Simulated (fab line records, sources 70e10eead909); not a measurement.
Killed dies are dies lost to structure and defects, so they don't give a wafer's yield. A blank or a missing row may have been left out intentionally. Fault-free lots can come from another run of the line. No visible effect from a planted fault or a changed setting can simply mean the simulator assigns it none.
fab line records    flow nand_harc    part 1 of 2: steps 1 to 22 of 32
record lots=5  wafers=15  last_day=32
route steps=1302 shown P_M2@318
lots that met no fault: from a run of the same line without faults
start_h: the number of hours between the record's first day and the start of the first shown wafer of the lot    wait_h: hours elapsed since this lot's preceding step    " the same as in the row above    L1.1+2: several wafers, shown together as one row    - no value present, or no start provided    * or withheld: withheld    < > ~ a bound
route shown NAME@n: a module of which the file shows steps, and the number in the route of the first    usual: average and standard deviation across the fault-free wafers    same: alike in all rows    chamber/n: place in a boat    sites: each site's reading    _std_site: how widely they spread, as a standard deviation    _edge_site: mean of outer sites minus mean of inner sites    radius_mm: how far each site lies from the wafer's centre    mask NAME#n: copy n    behind: tool/chamber where the wafer was last shaped    hold: why the lot went on hold/how many hours it stayed there/how the hold came to an end    device: which transistor (n, p or np) failed to switch    end of line: the same wafers' tests at the end of the route    where a step has no rows: the recipe by itself    killed: at the first sort, the dies lost to defects and structure; wafer yield is something else    map: a wafer's dies, marking killed ones x, the rest . and places with no die _
set.NAME: setting as actually run; set.NAME@STEP: the setting as run at that earlier step    model.NAME: the simulator's own value behind a step, which no gauge read
lots seen at some steps along the route; tables by step, rows by wafer
services: from which hour (start_h, from the record's first day; less than 0 if before it) a tool's chamber was out of use, for how many hours, and why
## steps
# step NHARC_P_M2_DEP_00
# recipe target_thk_a=1825  target_thk_nm=182.5  temp_c=withheld  pressure_torr=5  flow_sccm=200  rf_w=600  material=SiOC
# usual rf_fwd_power_W=599.1/1.7
lot.wafer  tool      chamber  start_h  wait_h  rf_fwd_power_W
L074.2     pecvd-02  1        -        -       603.8
L074.1     "         0        "        "       600.6
L074.4     "         2        "        "       601.0
L080.6     pecvd-02  2        188.05   -       597.9
L080.5     "         0        "        "       599.1
L080.4     "         1        "        "       599.3
L086.3     pecvd-02  0        243.87   -       599.6
L086.1     "         2        "        "       602.5
L086.6     "         0        "        "       598.0
L087.5     pecvd-02  0        257.15   -       600.7
L087.6     "         1        "        "       596.8
L087.4     "         2        "        "       597.9
L095.3     pecvd-03  2        334.78   -       601.7
L095.2     "         0        "        "       598.2
L095.6     "         1        "        "       600.1
# step NHARC_P_M2_DEHYDRATE_01
# recipe temp_c=150  time_s=120
# usual exhaust_pa=44.7/0.75
lot.wafer  tool            chamber  start_h  wait_h  exhaust_pa
L074.1     litho_track-06  0        131.19   -       45.9
L074.2     "               0        "        "       45.7
L074.4     "               0        "        "       44.7
L080.4     litho_track-01  0        188.32   -       43.7
L080.5     "               0        "        "       45.1
L080.6     "               0        "        "       45.2
L086.1     litho_track-04  0        244.27   -       45.2
L086.3     "               0        "        "       45.7
L086.6     "               0        "        "       45.6
L087.4     litho_track-01  0        257.42   -       44.6
L087.5     "               0        "        "       45.4
L087.6     "               0        "        "       44.8
L095.2     litho_track-04  0        335.19   -       44.6
L095.3     "               0        "        "       45.7
L095.6     "               0        "        "       44.3
# step NHARC_P_M2_HMDS_02
# recipe time_s=30
# usual exhaust_pa=44.9/0.97
lot.wafer  tool            chamber  start_h  wait_h  exhaust_pa
L074.1     litho_track-06  0        -        -       47.0
L074.2     "               0        "        "       46.3
L074.4     "               0        "        "       46.0
L080.4     litho_track-01  0        -        -       45.4
L080.5     "               0        "        "       44.7
L080.6     "               0        "        "       44.7
L086.1     litho_track-04  0        -        -       45.9
L086.3     "               0        "        "       44.0
L086.6     "               0        "        "       44.4
L087.4     litho_track-01  0        -        -       45.2
L087.5     "               0        "        "       43.4
L087.6     "               0        "        "       46.4
L095.2     litho_track-04  0        -        -       45.4
L095.3     "               0        "        "       46.9
L095.6     "               0        "        "       46.3
# step NHARC_P_M2_COAT_34
# recipe temp_c=200  time_s=65
# usual exhaust_pa=44.8/0.86
lot.wafer  tool            chamber  start_h  wait_h  exhaust_pa
L074.1     litho_track-06  0        -        -       44.1
L074.2     "               0        "        "       45.8
L074.4     "               0        "        "       45.8
L080.4     litho_track-01  0        -        -       44.4
L080.5     "               0        "        "       43.9
L080.6     "               0        "        "       43.5
L086.1     litho_track-04  0        -        -       46.0
L086.3     "               0        "        "       44.6
L086.6     "               0        "        "       45.1
L087.4     litho_track-01  0        -        -       45.8
L087.5     "               0        "        "       44.7
L087.6     "               0        "        "       44.3
L095.2     litho_track-04  0        -        -       45.6
L095.3     "               0        "        "       45.1
L095.6     "               0        "        "       45.5
# step NHARC_P_M2_COAT_03
# recipe spin_rpm=1500  resist_thk_nm=90
# usual exhaust_pa=45.1/0.9
lot.wafer  tool            chamber  start_h  wait_h  exhaust_pa
L074.1     litho_track-06  0        -        -       44.7
L074.2     "               0        "        "       45.2
L074.4     "               0        "        "       44.8
L080.4     litho_track-01  0        -        -       44.5
L080.5     "               0        "        "       43.6
L080.6     "               0        "        "       45.2
L086.1     litho_track-04  0        -        -       46.7
L086.3     "               0        "        "       45.1
L086.6     "               0        "        "       44.0
L087.4     litho_track-01  0        -        -       43.0
L087.5     "               0        "        "       44.2
L087.6     "               0        "        "       45.3
L095.2     litho_track-04  0        -        -       46.3
L095.3     "               0        "        "       44.8
L095.6     "               0        "        "       44.9
# step NHARC_P_M2_SOFTBAKE_04
# recipe temp_c=105  time_s=55
# usual exhaust_pa=45.1/0.98
lot.wafer  tool            chamber  start_h  wait_h  exhaust_pa
L074.1     litho_track-06  0        -        -       44.0
L074.2     "               0        "        "       44.8
L074.4     "               0        "        "       44.1
L080.4     litho_track-01  0        -        -       42.7
L080.5     "               0        "        "       43.7
L080.6     "               0        "        "       44.0
L086.1     litho_track-04  0        -        -       45.1
L086.3     "               0        "        "       45.6
L086.6     "               0        "        "       44.7
L087.4     litho_track-01  0        -        -       44.9
L087.5     "               0        "        "       45.1
L087.6     "               0        "        "       45.3
L095.2     litho_track-04  0        -        -       44.3
L095.3     "               0        "        "       46.2
L095.6     "               0        "        "       44.9
# step NHARC_P_M2_EBR_05
# usual exhaust_pa=45.0/0.9
lot.wafer  tool            chamber  start_h  wait_h  exhaust_pa
L074.1     litho_track-06  0        -        -       44.6
L074.2     "               0        "        "       44.9
L074.4     "               0        "        "       44.8
L080.4     litho_track-01  0        -        -       45.9
L080.5     "               0        "        "       45.9
L080.6     "               0        "        "       45.7
L086.1     litho_track-04  0        -        -       46.1
L086.3     "               0        "        "       45.1
L086.6     "               0        "        "       45.0
L087.4     litho_track-01  0        -        -       42.6
L087.5     "               0        "        "       43.1
L087.6     "               0        "        "       45.2
L095.2     litho_track-04  0        -        -       45.3
L095.3     "               0        "        "       46.1
L095.6     "               0        "        "       44.4
# step NHARC_P_M2_EXPOSE_06
# recipe na=1.35  target_cd_nm=170  dose_mj=80.78  mask_id=P_M2
# usual focus_offset_nm=0.1/0.55
lot.wafer  tool             chamber  start_h  wait_h  mask    focus_offset_nm
L074.1     arfi_scanner-02  0        131.37   -       P_M2#0  0.3
L074.2     "                0        "        "       P_M2#0  -0.3
L074.4     "                0        "        "       P_M2#0  0.6
L080.4     arfi_scanner-02  0        188.49   -       P_M2#0  -0.4
L080.5     "                0        "        "       P_M2#0  -0.7
L080.6     "                0        "        "       P_M2#0  0.4
L086.1     arfi_scanner-01  0        244.56   -       P_M2#0  0.7
L086.3     "                0        "        "       P_M2#0  -0.2
L086.6     "                0        "        "       P_M2#0  1.1
L087.4     arfi_scanner-02  0        257.72   -       P_M2#0  0.5
L087.5     "                0        "        "       P_M2#0  0.3
L087.6     "                0        "        "       P_M2#0  0.3
L095.2     arfi_scanner-03  0        335.48   -       P_M2#0  0.6
L095.3     "                0        "        "       P_M2#0  1.4
L095.6     "                0        "        "       P_M2#0  0.1
# step NHARC_P_M2_PEB_07
# recipe peb_temp_c=100  peb_time_s=65
# usual exhaust_pa=44.8/0.84
lot.wafer  tool            chamber  start_h  wait_h  exhaust_pa
L074.1     litho_track-01  0        131.43   0.1     43.3
L074.2     "               0        "        "       45.2
L074.4     "               0        "        "       44.7
L080.4     litho_track-06  0        188.54   0.0     44.9
L080.5     "               0        "        "       44.9
L080.6     "               0        "        "       44.4
L086.1     litho_track-01  0        244.62   0.1     44.0
L086.3     "               0        "        "       45.2
L086.6     "               0        "        "       44.8
L087.4     litho_track-01  0        257.77   0.0     45.2
L087.5     "               0        "        "       46.0
L087.6     "               0        "        "       44.9
L095.2     litho_track-06  0        335.54   0.1     43.8
L095.3     "               0        "        "       43.6
L095.6     "               0        "        "       45.0
# step NHARC_P_M2_DEVELOP_08
# recipe develop_time_s=35  dev_temp_c=23
# usual exhaust_pa=45.0/0.97
lot.wafer  tool            chamber  start_h  wait_h  exhaust_pa
L074.1     litho_track-01  0        -        -       44.3
L074.2     "               0        "        "       43.8
L074.4     "               0        "        "       43.9
L080.4     litho_track-06  0        -        -       45.8
L080.5     "               0        "        "       45.2
L080.6     "               0        "        "       45.9
L086.1     litho_track-01  0        -        -       46.6
L086.3     "               0        "        "       45.6
L086.6     "               0        "        "       46.1
L087.4     litho_track-01  0        -        -       45.0
L087.5     "               0        "        "       44.8
L087.6     "               0        "        "       45.2
L095.2     litho_track-06  0        -        -       43.7
L095.3     "               0        "        "       45.8
L095.6     "               0        "        "       44.9
# step NHARC_P_M2_CD_MEAS_09
# recipe target_cd_nm=170  landing_energy_ev=500
# usual cd_nm=169.8/0.57
lot.wafer  tool       chamber  start_h  wait_h  cd_nm
L074.1     cd_sem-01  0        131.51   -       169.7
L074.2     "          0        "        "       170.1
L074.4     "          0        "        "       170.2
L080.4     cd_sem-03  0        188.63   -       169.1
L080.5     "          0        "        "       168.9
L080.6     "          0        "        "       169.2
L086.1     cd_sem-01  0        244.70   -       169.9
L086.3     "          0        "        "       170.2
L086.6     "          0        "        "       169.9
L087.4     cd_sem-03  0        257.85   -       169.6
L087.5     "          0        "        "       170.4
L087.6     "          0        "        "       170.0
L095.2     cd_sem-02  0        335.62   -       169.6
L095.3     "          0        "        "       169.4
L095.6     "          0        "        "       169.6
# step NHARC_P_M2_OVL_MEAS_10
# recipe pitch_nm=340
# usual overlay_x_nm=0.2/0.93  overlay_y_nm=0.1/0.83
lot.wafer  tool        chamber  start_h  wait_h  overlay_x_nm  overlay_y_nm
L074.1     overlay-01  -        131.60   -       0.0           0.7
L074.2     "           -        "        "       0.0           0.3
L074.4     "           -        "        "       0.5           1.1
L080.4     overlay-01  -        188.71   -       0.9           -1.6
L080.5     "           -        "        "       0.2           -1.5
L080.6     "           -        "        "       0.8           -1.7
L086.1     overlay-01  -        244.79   -       1.0           0.7
L086.3     "           -        "        "       0.6           0.9
L086.6     "           -        "        "       0.8           0.7
L087.4     overlay-01  -        257.94   -       -0.4          -0.6
L087.5     "           -        "        "       -0.5          -0.8
L087.6     "           -        "        "       -0.6          -1.1
L095.2     overlay-02  -        335.70   -       0.3           1.9
L095.3     "           -        "        "       0.1           1.3
L095.6     "           -        "        "       0.2           1.2
# step NHARC_P_M2_INSPECT_11
# usual raw_defect_count=4/3.1
lot.wafer  tool               chamber  start_h  wait_h  raw_defect_count
L074.1     defect_inspect-01  -        131.63   0.0     1
L074.2     "                  -        "        "       2
L074.4     "                  -        "        "       4
L080.4     defect_inspect-01  -        188.74   0.0     3
L080.5     "                  -        "        "       4
L080.6     "                  -        "        "       2
L086.1     defect_inspect-02  -        244.82   0.0     2
L086.3     "                  -        "        "       2
L086.6     "                  -        "        "       2
L087.4     defect_inspect-02  -        257.97   0.0     7
L087.5     "                  -        "        "       4
L087.6     "                  -        "        "       5
L095.2     defect_inspect-02  -        335.74   0.0     2
L095.3     "                  -        "        "       2
L095.6     "                  -        "        "       0
# step NHARC_P_M2_DESCUM_14
# recipe time_s=3  o2_flow_sccm=200  ar_flow_sccm=0  bias_power_w=0  chemistry=O2
# usual drypump_motor_current_A=5.7/0.51  oes_product_au=0.998/0.0081  rf_vpp_V=57.6/0.84  showerhead_plenum_p_Torr=1.87/0.073  throttle_valve_pct=11.311/0.009
lot.wafer  tool         chamber  start_h  wait_h  drypump_motor_current_A  oes_product_au  rf_hours_counter_h  rf_vpp_V  showerhead_plenum_p_Torr  throttle_valve_pct
L074.2     rie_diel-05  2        131.69   0.1     6.1                      1.017           3.7                 56.9      1.85                      11.300
L074.4     "            0        "        "       5.8                      1.004           3.8                 59.2      2.03                      11.293
L074.1     "            1        "        "       6.2                      1.001           3.7                 58.8      1.81                      11.317
L080.4     rie_diel-05  0        188.80   0.1     5.7                      1.002           5.9                 57.0      2.03                      11.296
L080.5     "            0        "        "       5.7                      0.999           -                   58.5      2.03                      11.310
L080.6     "            1        "        "       6.2                      0.989           -                   57.7      1.81                      11.318
L086.1     rie_diel-06  2        244.90   0.1     4.9                      1.007           8.4                 57.3      1.95                      11.314
L086.3     "            3        "        "       5.5                      1.013           5.0                 56.6      1.78                      11.308
L086.6     "            1        "        "       6.4                      0.994           -                   58.0      1.81                      11.323
L087.4     rie_diel-06  3        258.04   0.1     5.5                      1.001           5.3                 56.4      1.78                      11.321
L087.6     "            2        "        "       5.0                      1.003           -                   57.6      1.95                      11.318
L087.5     "            3        "        "       5.5                      1.008           -                   57.9      1.78                      11.314
L095.2     rie_diel-13  0        335.80   0.1     5.1                      0.992           5.8                 55.8      1.83                      11.310
L095.3     "            1        "        "       5.1                      1.002           5.0                 56.3      1.84                      11.313
L095.6     "            0        "        "       5.1                      1.006           -                   57.2      1.83                      11.324
# step NHARC_P_M2_ETCH_35
# recipe target_depth_a=400  overetch_a=120  time_s=43.94  ion_energy_ev=200  n2_flow_sccm=150  h2_flow_sccm=150  ar_flow_sccm=0  rf_w=400  bias_w=150  chemistry=N2/H2
# usual drypump_motor_current_A=5.7/0.51  oes_product_au=0.998/0.0078  rf_fwd_power_W=395.5/1.8  rf_vpp_V=429.3/2.4  showerhead_plenum_p_Torr=1.99/0.083  throttle_valve_pct=14.170/0.011
lot.wafer  tool         chamber  start_h  wait_h  drypump_motor_current_A  oes_product_au  rf_fwd_power_W  rf_hours_counter_h  rf_vpp_V  showerhead_plenum_p_Torr  throttle_valve_pct
L074.1     rie_diel-05  3        131.78   0.1     5.2                      1.001           394.6           3.9                 431.1     2.03                      14.181
L074.2     "            0        "        "       5.7                      1.006           398.3           3.8                 433.6     2.17                      14.186
L074.4     "            1        "        "       6.2                      1.002           396.6           3.7                 428.0     1.93                      14.164
L080.4     rie_diel-05  3        188.90   0.1     5.2                      0.998           393.6           6.1                 430.6     2.03                      14.152
L080.5     "            2        "        "       6.1                      0.997           399.0           -                   427.9     1.97                      14.161
L080.6     "            3        "        "       5.2                      0.992           394.5           -                   430.1     2.03                      14.162
L086.3     rie_diel-06  0        244.97   0.1     5.5                      1.006           391.1           7.7                 426.1     1.92                      14.166
L086.1     "            2        "        "       5.0                      1.002           395.1           8.4                 431.2     2.09                      14.155
L086.6     "            0        "        "       5.5                      1.012           393.7           -                   426.7     1.92                      14.162
L087.4     rie_diel-06  3        258.13   0.1     5.5                      0.992           395.6           5.3                 427.7     1.90                      14.183
L087.6     "            1        "        "       6.4                      0.997           397.3           -                   429.0     1.93                      14.192
L087.5     "            2        "        "       5.0                      1.004           393.5           -                   432.0     2.08                      14.175
L095.2     rie_diel-13  0        335.89   0.1     5.1                      1.000           395.0           5.8                 427.8     1.95                      14.169
L095.3     "            1        "        "       5.2                      1.006           396.9           5.0                 428.6     1.96                      14.187
L095.6     "            0        "        "       5.1                      1.009           395.8           -                   427.5     1.95                      14.161
# step NHARC_P_M2_ETCH_15
# recipe target_depth_a=1825  time_s=91.2  c4f8_flow_sccm=withheld  ar_flow_sccm=400  rf_w=600  bias_w=300  chemistry=C4F8/Ar
# usual oes_product_au=0.950/0.02  rf_fwd_power_W=596.0/2.3  rf_vpp_V=439.7/2.4
lot.wafer  tool         chamber  start_h  wait_h  oes_product_au  rf_fwd_power_W  rf_hours_counter_h  rf_vpp_V
L074.1     rie_diel-05  2        -        -       0.962           593.9           3.8                 438.6
L074.4     "            3        "        "       0.967           592.9           4.0                 440.4
L074.2     "            1        "        "       0.971           598.0           3.7                 438.4
L080.4     rie_diel-05  2        -        -       0.933           598.4           5.8                 438.2
L080.5     "            3        "        "       0.925           596.4           -                   438.6
L080.6     "            0        "        "       0.920           596.1           -                   445.2
L086.1     rie_diel-06  1        -        -       0.920           598.8           7.8                 438.6
L086.3     "            3        "        "       0.921           595.6           5.0                 436.4
L086.6     "            0        "        "       0.928           591.5           -                   437.4
L087.4     rie_diel-06  0        -        -       0.924           594.4           8.1                 436.9
L087.6     "            0        "        "       0.929           592.9           -                   437.6
L087.5     "            1        "        "       0.920           598.2           -                   438.5
L095.3     rie_diel-13  3        -        -       0.977           595.3           5.7                 436.9
L095.2     "            0        "        "       0.967           597.2           5.8                 438.0
L095.6     "            2        "        "       0.986           594.4           -                   440.7
# step NHARC_P_M2_CD_MEAS_16
# usual cd_nm=169.9/0.72
lot.wafer  tool       chamber  start_h  wait_h  cd_nm
L074.1     cd_sem-03  -        132.00   -       170.3
L074.2     "          -        "        "       170.4
L074.4     "          -        "        "       169.7
L080.4     cd_sem-02  -        189.12   -       169.1
L080.5     "          -        "        "       169.7
L080.6     "          -        "        "       169.6
L086.1     cd_sem-01  -        245.19   -       170.1
L086.3     "          -        "        "       170.0
L086.6     "          -        "        "       170.2
L087.4     cd_sem-03  -        258.34   -       170.3
L087.5     "          -        "        "       170.3
L087.6     "          -        "        "       169.6
L095.2     cd_sem-01  -        336.11   -       169.6
L095.3     "          -        "        "       170.2
L095.6     "          -        "        "       169.7
# step NHARC_P_M2_STRIP_18
# recipe power_w=1000  n2_flow_sccm=150  h2_flow_sccm=150  ar_flow_sccm=0  bias_w=0  chemistry=N2/H2
# usual drypump_motor_current_A=5.6/0.5  oes_product_au=0.998/0.0076  rf_fwd_power_W=997/3.3  rf_vpp_V=90.4/0.95  showerhead_plenum_p_Torr=1.99/0.084  throttle_valve_pct=14.171/0.009
lot.wafer  tool         chamber  start_h  wait_h  drypump_motor_current_A  oes_product_au  rf_fwd_power_W  rf_hours_counter_h  rf_vpp_V  showerhead_plenum_p_Torr  throttle_valve_pct
L074.4     rie_diel-13  3        132.10   0.1     6.4                      0.992           997             7.3                 89.6      1.91                      14.176
L074.1     "            0        "        "       5.1                      0.992           993             5.9                 88.7      1.95                      14.173
L074.2     "            1        "        "       5.2                      0.999           1001            7.3                 90.1      1.96                      14.167
L080.4     rie_diel-06  0        189.21   0.1     5.4                      0.994           992             4.3                 90.6      1.92                      14.172
L080.6     "            3        "        "       5.5                      0.993           993             -                   89.2      1.90                      14.183
L080.5     "            0        "        "       5.4                      1.002           991             -                   91.2      1.92                      14.175
L086.3     rie_diel-06  3        245.26   0.1     5.5                      1.002           993             5.0                 90.2      1.90                      14.159
L086.1     "            0        "        "       5.4                      1.001           995             7.8                 89.3      1.92                      14.153
L086.6     "            3        "        "       5.5                      1.007           996             -                   88.9      1.90                      14.176
L087.4     rie_diel-05  2        258.41   0.1     6.1                      1.001           996             2.3                 90.2      1.97                      14.170
L087.5     "            2        "        "       6.1                      1.000           995             -                   90.0      1.97                      14.174
L087.6     "            3        "        "       5.2                      0.994           994             -                   88.9      2.02                      14.173
L095.2     rie_diel-06  3        336.18   0.1     5.5                      1.007           997             1.8                 88.9      1.90                      14.163
L095.3     "            2        "        "       5.0                      1.006           993             1.9                 92.0      2.08                      14.165
L095.6     "            3        "        "       5.5                      1.001           997             -                   89.4      1.90                      14.184
# step NHARC_P_M2_ETCH_28
# recipe target_depth_a=300  over_etch_frac=0.3  time_s=72.99  ion_energy_ev=150  cf4_flow_sccm=50  n2_flow_sccm=100  ar_flow_sccm=150  rf_w=300  bias_w=100  chemistry=CF4/N2
# usual drypump_motor_current_A=5.7/0.5  oes_product_au=0.998/0.0083  rf_fwd_power_W=297.4/1.2  rf_vpp_V=313.0/1.9  showerhead_plenum_p_Torr=2.56/0.097  throttle_valve_pct=19.794/0.0085
lot.wafer  tool         chamber  start_h  wait_h  drypump_motor_current_A  oes_product_au  rf_fwd_power_W  rf_hours_counter_h  rf_vpp_V  showerhead_plenum_p_Torr  throttle_valve_pct
L074.1     rie_diel-13  1        -        -       5.2                      1.002           299.9           7.3                 311.9     2.53                      19.802
L074.4     "            2        "        "       5.0                      0.993           297.4           8.7                 314.7     2.64                      19.783
L074.2     "            3        "        "       6.3                      0.998           295.8           7.3                 311.0     2.47                      19.784
L080.4     rie_diel-06  3        -        -       5.5                      0.998           298.2           1.4                 311.9     2.46                      19.778
L080.6     "            3        "        "       5.5                      0.987           297.8           -                   310.9     2.46                      19.772
L080.5     "            0        "        "       5.5                      1.008           295.9           -                   312.2     2.48                      19.796
L086.1     rie_diel-06  0        -        -       5.5                      1.002           295.2           7.9                 312.0     2.48                      19.794
L086.3     "            1        "        "       6.4                      1.005           300.4           7.9                 312.5     2.50                      19.795
L086.6     "            0        "        "       5.4                      1.007           296.5           -                   312.3     2.48                      19.799
L087.4     rie_diel-05  1        -        -       6.2                      0.995           299.0           1.9                 312.9     2.50                      19.795
L087.5     "            1        "        "       6.2                      0.991           297.4           -                   311.4     2.50                      19.784
L087.6     "            2        "        "       6.1                      1.008           297.6           -                   313.2     2.54                      19.790
L095.2     rie_diel-06  0        -        -       5.4                      0.998           294.7           1.4                 311.0     2.48                      19.787
L095.3     "            2        "        "       5.0                      1.005           295.9           2.0                 314.9     2.68                      19.789
L095.6     "            0        "        "       5.5                      0.998           296.5           -                   311.8     2.48                      19.800
# step NHARC_P_M2_STRIP_19
# recipe time_s=600  temp_c=30  chemistry=post_etch_residue_remover
lot.wafer   tool          chamber  start_h  wait_h
L074.1+2+4  wet_bench-08  3,4,7    132.44   -
L080.5+6+4  wet_bench-08  6,7,0    189.56   -
L086.3+6+1  wet_bench-10  1,3,4    245.64   -
L087.5+4+6  wet_bench-08  7,3,4    258.78   -
L095.2+6+3  wet_bench-08  5,6,0    336.56   -
# step NHARC_P_M2_DEGAS_29
# recipe temp_c=250  time_s=60
# usual heater_power_w=335/31
lot.wafer  tool            chamber  start_h  wait_h  heater_power_w
L074.4     pvd_sputter-03  -        132.71   -       341
L074.1     "               -        "        "       356
L074.2     "               -        "        "       374
L080.4     pvd_sputter-01  -        189.82   -       347
L080.5     "               -        "        "       353
L080.6     "               -        "        "       352
L086.1     pvd_sputter-02  -        245.90   -       298
L086.3     "               -        "        "       374
L086.6     "               -        "        "       303
L087.4     pvd_sputter-01  -        259.06   -       308
L087.6     "               -        "        "       351
L087.5     "               -        "        "       314
L095.2     pvd_sputter-02  -        336.83   -       351
L095.3     "               -        "        "       379
L095.6     "               -        "        "       307
# step NHARC_P_M2_PRE_CLEAN_30
# recipe time_s=30  temp_c=280  gas=H2/He
# usual heater_power_w=412/39
lot.wafer  tool            chamber  start_h  wait_h  heater_power_w
L074.2     pvd_sputter-03  -        -        -       457
L074.4     "               -        "        "       355
L074.1     "               -        "        "       419
L080.4     pvd_sputter-01  -        -        -       425
L080.6     "               -        "        "       428
L080.5     "               -        "        "       387
L086.3     pvd_sputter-02  -        -        -       366
L086.1     "               -        "        "       368
L086.6     "               -        "        "       455
L087.4     pvd_sputter-01  -        -        -       489
L087.6     "               -        "        "       365
L087.5     "               -        "        "       484
L095.2     pvd_sputter-02  -        -        -       454
L095.3     "               -        "        "       363
L095.6     "               -        "        "       434
